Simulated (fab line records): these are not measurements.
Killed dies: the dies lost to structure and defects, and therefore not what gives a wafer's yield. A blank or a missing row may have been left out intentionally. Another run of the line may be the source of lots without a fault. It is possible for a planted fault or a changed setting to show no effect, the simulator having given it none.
Problem report in the 8D (eight disciplines) form, filled by code || flow n5_finfet || the parts of the form that need people (team, actions taken, sign-off) are left out

== 1. WHAT WENT WRONG ==
Mean of thk_nm at N5_SD_EPI_N_EPI_MEAS_23: 46.8 nm across 9 wafers in 3 lots; on wafers with no fault it is 58.8 nm (standard deviation 1.2). Relative to the usual mean, that is a shift of -10 standard deviations.
The first sign was on wafer L514.1 at day 3 22:04, on film_metro-02. The record has a number at this step for 24 wafers belonging to 8 lots. Rule for "out" (also "out of limits"): further than 4 standard deviations from the usual mean. All remaining wafers that have a number are taken as sound.

== 2. WHAT IT IS; WHAT IT IS NOT ==
{"question": "which readings at this step", "is": "thk_nm", "is not": "-"}
{"question": "which lots", "is": "L514, L515, L517", "is not": "L512, L513, L527, L528, L534"}
{"question": "which wafers of those lots", "is": "all that have a number", "is not": "-"}
{"question": "read on which gauges", "is": "film_metro-02", "is not": "film_metro-01"}
{"question": "when", "is": "from day 3 22:04", "is not": "up to then (6 sound wafers); but 9 sound wafers of L527, L528, L534 came after"}

== 3. WHAT RULES OUT EACH SUSPECT ==
Counting: a tool stays on the suspect list if, at a process step up to the reading, it processed all lots that are out and no sound lot following the first of them.
- the gauge at N5_SD_EPI_N_EPI_MEAS_23 has been ruled out. All the wafers that are out were read on film_metro-02, but those of them that N5_SD_EPI_N_EPI_21 has rows for are out there too, on other tools.
- rie_diel-04 at N5_DUMMY_GATE_STRIP_41 (strips in O2): ruled out as a lasting fault. Sound lots L528, L534 ran on it after its first lot that is out, L514 (day 3 16:41).
- rie_si-03 at N5_DUMMY_GATE_ETCH_44 (etches poly-Si in HBr/O2, stops on SiO2, target depth 127.5 nm): kept. It ran every lot that is out, first L514 (day 3 16:59), and no sound lot after that.
- epi_rpcvd-02 at N5_SD_EPI_N_EPI_21 (deposits Si:P, time 690 s): ruled out as a lasting fault. Sound lots L534 ran on it after its first lot that is out, L514 (day 3 20:21).
Remaining after the count: rie_si-03 at N5_DUMMY_GATE_ETCH_44.

== 4. THE CAUSE (what the simulator had put in) ==
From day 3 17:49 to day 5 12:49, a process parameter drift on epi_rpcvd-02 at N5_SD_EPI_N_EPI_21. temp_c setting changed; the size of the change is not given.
The count ruled it out by mistake, since the rule takes a fault to strike every lot its tool runs from the start of the fault on, and this one did not do so.

== 5. THE CHAIN OF EFFECTS, in route order ==
Rows list readings where the struck wafers' mean (over those with a number) sits beyond 3 standard deviations from the usual. Readings are gone through only where the record gives a usual standard deviation; hours: the median, over the lots, of the time from a lot's start at the first step in this table giving one to that lot's start at this step; sigmas: the change measured in usual standard deviations.
{"hours": 0, "step": "N5_SD_EPI_N_EPI_21", "reading": "susceptor_temp_C", "usual": "679.97 C", "on struck wafers": 667.82, "change": -12.15, "sigmas": -45}
{"hours": 0, "step": "N5_SD_EPI_N_EPI_21", "reading": "susceptor_temp_C_max", "usual": 681.9, "on struck wafers": 670.5, "change": -11.4, "sigmas": -16}
{"hours": 2, "step": "N5_SD_EPI_N_EPI_MEAS_23", "reading": "thk_nm", "usual": "58.8 nm", "on struck wafers": 46.8, "change": -12.0, "sigmas": -10}
{"hours": 8, "step": "N5_SD_ACTIVATION_RS_MEAS_03", "reading": "RS_SD_N", "usual": "22.0 ohm/sq", "on struck wafers": 27.1, "change": "+5.1", "sigmas": "+16"}
{"hours": 113, "step": "N5_BEOL_M4_RC_MEAS_101", "reading": "REXT_N", "usual": "74.7 ohm.um", "on struck wafers": 80.5, "change": "+5.8", "sigmas": "+3.9"}
{"hours": 113, "step": "N5_BEOL_M4_RC_MEAS_101", "reading": "RS_SD_N", "usual": "28.5 ohm/sq", "on struck wafers": 35.1, "change": "+6.6", "sigmas": "+17"}
Here are the process steps it includes:
- N5_SD_EPI_N_EPI_21: deposits Si:P, time 690 s.

== 6. WHAT WOULD HAVE CAUGHT IT SOONER ==
The first out-of-limits reading at a measuring or inspecting step in this record came at day 3 22:04, 4 hours after the fault's start at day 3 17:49.
The tool's own readings at N5_SD_EPI_N_EPI_21 were out on every struck wafer that the step has a row for (susceptor_temp_C, susceptor_temp_C_max): an alarm limit on them would have fired on the first of those.
